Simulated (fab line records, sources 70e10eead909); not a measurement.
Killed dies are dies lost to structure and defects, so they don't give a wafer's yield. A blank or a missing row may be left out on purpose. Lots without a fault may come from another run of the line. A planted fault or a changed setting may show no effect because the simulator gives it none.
Chamber matching | flow nand_harc | NHARC_P_M0_DEP_32 on pecvd-04: 3 sister chambers
The step deposits SiCN, target thk 30 nm. 16 wafers are shown with their chamber, then 8 later ones without.

WAFERS WITH THEIR CHAMBER
wafer  | chamber | heater_power_w (W)
L074.2 | 0       | 445
L074.4 | 1       | 625
L074.5 | 0       | 450
L075.2 | 0       | 462
L075.3 | 2       | 671
L075.6 | 1       | 708
L078.3 | 0       | 465
L078.4 | 1       | 610
L078.6 | 2       | 710
L084.1 | 1       | 612
L084.5 | 2       | 644
L084.6 | 1       | 632
L087.3 | 1       | 578
L087.4 | 1       | 584
L087.6 | 0       | 501
L090.2 | 2       | 662

SIGNATURES (means of the wafers above)
reading        | chamber 0 | chamber 1 | chamber 2 | scatter within a chamber
heater_power_w | 464.60    | 621.29    | 671.75    | 34.4
Rule: a wafer's distance from a chamber is the root of the sum, over the readings, of the square of ((its reading less the chamber's mean) divided by the reading's scatter). The wafer belongs to the nearest chamber; if the next one is less than 2 further off, it can't be placed. The scatter: the root of (the sum of the squares of (reading less its chamber's mean) over the shown wafers, divided by (wafers less chambers)).

WAFERS WITHOUT THEIR CHAMBER
wafer  | heater_power_w (W)
L090.5 | 706
L090.6 | 677
L093.1 | 553
L093.2 | 617
L093.5 | 563
L095.4 | 540
L095.5 | 661
L095.6 | 663

WHICH CHAMBER EACH WENT THROUGH
wafer  | from the rows above          | in truth
L090.5 | can't be placed: 2 or 1      | 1
L090.6 | can't be placed: 2 or 1      | 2
L093.1 | can't be placed: 1 or 0 or 2 | 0
L093.2 | can't be placed: 1 or 2      | 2
L093.5 | can't be placed: 1 or 0 or 2 | 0
L095.4 | can't be placed: 0 or 1 or 2 | 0
L095.5 | can't be placed: 2 or 1      | 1
L095.6 | can't be placed: 2 or 1      | 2
Placed correctly: 0 of 8. Can't be placed from these rows: 8 (the true chamber is among the candidates in 8). Placed wrongly: 0.
